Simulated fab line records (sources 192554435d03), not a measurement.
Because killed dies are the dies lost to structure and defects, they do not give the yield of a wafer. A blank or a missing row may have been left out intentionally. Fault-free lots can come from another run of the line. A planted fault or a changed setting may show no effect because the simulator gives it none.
Comparing a struck lot with a sound one || flow n5 finfet || 38 out of 1938 route steps
Sound: the wafers L413.3, L413.4, L413.6. Struck: wafer L410.4 (L410.3, L410.5, from the same lot, were not struck and are left out); the cause is given at the end.
For every step that has rows: the tool of each side, followed by ch and its chambers, followed by its first start. Under that, the readings that differ: sound wafers || struck wafers || difference of the means || sigmas: that difference in standard deviations of wafers without a fault.
alike: readings with means less than 2 such deviations apart, plus words and numbers identical on both sides. not compared: withheld readings, readings lacking a value on some wafer, bounds such as >300 that could conceal the same value, and numbers that have no deviation in the record and whose values overlap.
Wherever a step has rows on one side only, a row that says differs or no value, or a row with sigmas, the two part there. Numbers that have no deviation but don't overlap get no sigmas and don't part them. A reading that every wafer of one side lacks parts them only if that side has two wafers or more.

first, 8 steps without rows for these wafers: N5_BEOL_M2_ECD_50 (material Cu, target thk 300 nm); N5_BEOL_M2_ANNEAL_51 (time 90 s); N5_BEOL_M2_CMP_52 (polishes, stops on SiOC, t overpolish 6.8 s, target thk 40 nm); N5_BEOL_M2_PRE_CLEAN_60 (time 15 s); N5_BEOL_M2_CO_CAP_55 (material Co, precursor CCTBA/H2, target thk 2 nm, time 102.1 s); N5_BEOL_M2_PRE_CLEAN_56 (time 15 s); N5_BEOL_M2_DEP_57 (deposits SiCN from 3MS/NH3, target thk 8 nm, time 14 s); N5_BEOL_M3_ILD_DEP_00 (deposits SiOC from DEMS/O2, target thk 79 nm, time 15.3 s).
N5_BEOL_M3_PECVD_72: deposits SiO2 from TEOS/O2, target thk 16 nm, time 18 s.
  sound on pecvd-02 ch 0,1, day 13 07:04; struck on pecvd-04 ch 1, day 12 05:50
{"reading": "model.SiO2_of_BEOL_M3_PECVD_72.thk nm (nm)", "sound": "16 16.2 16.2", "struck": 12.4, "difference": -3.7, "sigmas": ""}
  alike: heater power outer w, heater power w, showerhead plenum p Torr, throttle valve pct
then, 25 steps without rows for these wafers: N5_BEOL_M3_HM_DEP_02 (deposits TiN, target thk 20 nm); N5_BEOL_M3_COAT_61 (time 60 s, resist thk 60 nm); N5_BEOL_M3_COAT_62 (time 60 s, resist thk 12 nm); N5_BEOL_M3_COAT_73 (time 60 s, resist thk 5 nm); N5_BEOL_M3_COAT_05 (resist thk 30 nm); N5_BEOL_M3_EBR_07; N5_BEOL_M3_SOFTBAKE_06 (time 60 s); N5_BEOL_M3_EXPOSE_08 (exposes mask M3); N5_BEOL_M3_PEB_09 (peb time 60 s); N5_BEOL_M3_DEVELOP_10 (develop time 30 s); N5_BEOL_M3_DESCUM_16 (chemistry O2, time 7 s); N5_BEOL_M3_ETCH_74 (etches underlayer in N2/H2, target depth 6.5 nm, time 5.2 s); N5_BEOL_M3_ETCH_63 (etches SiARC in CF4, target depth 15.6 nm, time 26 s); N5_BEOL_M3_ETCH_64 (etches SOC in N2/H2, target depth 75 nm, overetch 15 nm, time 112.5 s); N5_BEOL_M3_STRIP_65 (strips in N2/H2); N5_BEOL_M3_STRIP_75 (strips in N2/H2); N5_BEOL_M3_STRIP_66 (strips in CF4); N5_BEOL_M3_HM_OPEN_17 (chemistry Cl2/BCl3, target TiN, target depth 20 nm, overetch 6 nm); N5_BEOL_M3_STRIP_19 (strips in O2); N5_BEOL_M3_COAT_67 (time 60 s, resist thk 60 nm); N5_BEOL_M3_COAT_68 (time 60 s, resist thk 12 nm); N5_BEOL_M3_COAT_76 (time 60 s, resist thk 5 nm); N5_BEOL_M3_COAT_22 (resist thk 30 nm); N5_BEOL_M3_EBR_24; N5_BEOL_M3_SOFTBAKE_23 (time 60 s).
N5_BEOL_M3_HM_STRIP_39: strips TiN in peroxide tin strip, target depth 25 nm, time 158 s.
  sound on wet bench-05 ch 1,2,6, day 13 15:49; struck on wet bench-06 ch 0, day 13 03:47
{"reading": "model.SiO2_of_BEOL_M3_PECVD_72.thk nm (nm)", "sound": "15.8 16 16", "struck": 12.2, "difference": -3.7, "sigmas": ""}
N5_BEOL_M3_CMP_52: polishes, stops on SiOC, t overpolish 6.8 s, target thk 40 nm.
  sound on cmp-03 ch 1,3, day 13 20:35; struck on cmp-04 ch 1, day 13 06:49
{"reading": "barrier field endpoint s (s)", "sound": "24.6 25.4 25.0", "struck": 19.9, "difference": -5.1, "sigmas": -8}
  alike: motor current A, retaining ring pressure frac
N5_BEOL_M4_RC_MEAS_101:
  sound on prober-01 ch 0, day 15 03:02; struck on prober-01 ch 0, day 14 16:14
  alike: DIBL_N, DIBL_P, IOFF_N, IOFF_P, ION_N, ION_P, SS_N, SS_P, VT_N, VT_P
then, 1 step without rows for these wafers: N5_PASSIVATION_PROBE_49.

## WHERE THEY PART
Only at N5_BEOL_M3_CMP_52, within this record. Later steps at which nothing parts them and some readings are alike: N5_BEOL_M4_RC_MEAS_101.

WHY: what had been put in by the simulator
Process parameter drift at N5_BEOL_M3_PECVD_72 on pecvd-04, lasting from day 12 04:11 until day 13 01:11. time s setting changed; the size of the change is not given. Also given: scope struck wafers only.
